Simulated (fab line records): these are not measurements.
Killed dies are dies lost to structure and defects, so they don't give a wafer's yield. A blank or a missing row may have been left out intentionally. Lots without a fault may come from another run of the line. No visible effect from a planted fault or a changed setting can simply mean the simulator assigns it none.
A struck lot beside a sound one :: flow n5-finfet :: 26 out of 1938 route steps
Sound: wafers L986.3, L986.5, L986.6. Struck: wafer L997.4. (L997.3, L997.6 of the same lot were not struck and are left out.) The cause comes at the end.
For every step that has rows: the tool of each side, followed by ch and its chambers, followed by its first start. Under that, the readings that differ: sound wafers :: struck wafers :: difference of the means :: sigmas: that difference in standard deviations of wafers without a fault.
alike: words and numbers the same on both sides, and readings whose means are apart by under 2 such deviations; not compared: readings that were withheld, readings missing a value for some wafer, numbers with overlapping values and no deviation given by the record, and bounds like >300 which may hide the same value.
A row with sigmas, a row that says differs or no value, or rows on one side alone: a step with any of these is where the two part. When numbers do not overlap yet have no deviation, they are printed without sigmas and do not part them. A reading that every wafer of one side lacks parts them only if that side has two wafers or more.

first, 2 steps without rows for these wafers: N5_BEOL_M10_ECD_50 (material Cu, target thk 318 nm); N5_BEOL_M10_ANNEAL_51 (time 90 s).
N5_BEOL_M10_CMP_52: polishes, stops on SiCOH lowk, t overpolish 7 s, target thk 140 nm.
  sound on cmp-03 ch 0,1,2, day 13 03:16; struck on cmp-04 ch 1, day 16 18:00
reading: head-pressure-psi (psi)
sound: 0.9984 1.0001 0.9958
struck: 1.0030
difference: +0.0049
sigmas: +2
  alike: barrier-field-endpoint-s, edge-zone-pressure-frac, motor-current-A, overpolish-run-s, retaining-ring-pressure-frac, time-to-endpoint-s
N5_BEOL_M10_THK_MEAS_53: measures by xrf.
  sound on film-metro-02 at day 13 03:29; struck on film-metro-01 at day 16 18:16
  alike: M10_THK
then, 1 step without rows for these wafers: N5_BEOL_M10_PRE_CLEAN_55 (time 15 s).
N5_BEOL_M10_DEP_56: deposits SiCN from 3MS/NH3, target thk 15 nm, time 26.5 s.
  sound on pecvd-01 ch 0,2, day 13 03:32; struck on pecvd-03 ch 2, day 16 18:19
  alike: showerhead-plenum-p-Torr, throttle-valve-pct
N5_BEOL_M10_RS_MEAS_57: uses a four-point probe to measure.
  sound on film-metro-02 at day 13 03:37; struck on film-metro-01 at day 16 18:23
  alike: M10_RS
N5_BEOL_M10_INSPECT_58: inspects for defects (darkfield).
  sound on defect-inspect-01 at day 13 03:38; struck on defect-inspect-01 at day 16 18:25
  alike: raw-defect-count
N5_BEOL_M11_ILD_DEP_00: deposits SiCOH lowk from DEMS/porogen, target thk 308.51 nm, time 58 s.
  sound on pecvd-04 ch 0,1,2, day 13 03:40; struck on pecvd-02 ch 0, day 16 18:28
  alike: heater-power-w, showerhead-plenum-p-Torr, throttle-valve-pct
N5_BEOL_M11_CURE_71: cures SiCOH lowk, time 240 s.
  sound on uv-cure-01 ch 0, day 13 03:55; struck on uv-cure-01 ch 0, day 16 18:41
  alike: lamp-power-pct, wafer_temp_C_max
N5_BEOL_M11_THK_MEAS_01:
  sound on film-metro-01 at day 13 04:16; struck on film-metro-01 at day 16 19:03
  alike: M11_ILD_THK
N5_BEOL_M11_PECVD_70: deposits SiO2 from TEOS/O2, target thk 20 nm, time 22.7 s.
  sound on pecvd-02 ch 1,2, day 13 04:19; struck on pecvd-02 ch 0, day 16 19:05
  alike: heater-power-w, showerhead-plenum-p-Torr, throttle-valve-pct
N5_BEOL_M11_HM_DEP_02: deposits TiN, target thk 20 nm.
  sound on pvd-sputter-01 at day 13 07:29; struck on pvd-sputter-03 at day 16 19:46
  alike: throttle-valve-pct
then, 8 steps without rows for these wafers: N5_BEOL_M11_COAT_59 (time 60 s, resist thk 100 nm); N5_BEOL_M11_COAT_60 (time 60 s, resist thk 30 nm); N5_BEOL_M11_COAT_05 (resist thk 90 nm); N5_BEOL_M11_EBR_07; N5_BEOL_M11_SOFTBAKE_06 (time 60 s); N5_BEOL_M11_EXPOSE_08 (exposes mask M11); N5_BEOL_M11_PEB_09 (peb time 60 s); N5_BEOL_M11_DEVELOP_10 (develop time 30 s).
N5_BEOL_M11_CD_MEAS_11: target cd 64.1 nm.
  sound on cd-sem-03 ch 0, day 13 08:02; struck on cd-sem-01 ch 0, day 16 20:16
  alike: cd-nm
N5_BEOL_M11_OVL_MEAS_12:
  sound on overlay-02 ch 0, day 13 08:05; struck on overlay-02 ch 0, day 16 20:17
  alike: M11_OVL
N5_BEOL_M11_INSPECT_13: inspects for defects (brightfield).
  sound on defect-inspect-01 at day 13 08:06; struck on defect-inspect-02 at day 16 20:19
reading: raw-defect-count
sound: 434 310 492
struck: 1358
difference: +946
sigmas: +10
then, 1 step without rows for these wafers: N5_BEOL_M11_DESCUM_16 (chemistry O2, time 7.9 s).
-- the record jumps here: 2 days lie between the struck wafers' starts before and after (it left off in module BEOL_M11 and takes up again in module PASSIVATION, whose first step shown is number 1936 of the route) --
N5_PASSIVATION_PROBE_49:
  sound on prober-01 at day 15 06:11; struck on prober-02 at day 18 20:55
reading: defect-limited-yield (%)
sound: 92.4 90.3 92.3
struck: 87.8
difference: -3.9
sigmas: -3

reading: killed_at_M4_up
sound: 11 14 18
struck: 73
difference: +59
sigmas: +11

reading: killed-dies
sound: 90 115 91
struck: 144
difference: +45
sigmas: +3

reading: killed-on-rim
sound: 10 15 19
struck: 35
difference: +20
sigmas: +6

reading: sort_bin_5_function (%)
sound: 4.8 4.9 4.6
struck: 7.0
difference: +2.2
sigmas: +2

reading: sort-n-pass
sound: 1090 1065 1089
struck: 1036
difference: -45
sigmas: -3

reading: sort-yield-pct (%)
sound: 92.4 90.3 92.3
struck: 87.8
difference: -3.9
sigmas: -3
  alike: killed_at_M0_to_M3, killed-at-contacts, killed-at-front-end, killed-at-other, killed-open, killed-short, sort_bin_6_memory, sort_bin_8_speed

## WHERE THEY PART
First at N5_BEOL_M10_CMP_52; last, within this record, at N5_PASSIVATION_PROBE_49.

WHY: what had been put in by the simulator
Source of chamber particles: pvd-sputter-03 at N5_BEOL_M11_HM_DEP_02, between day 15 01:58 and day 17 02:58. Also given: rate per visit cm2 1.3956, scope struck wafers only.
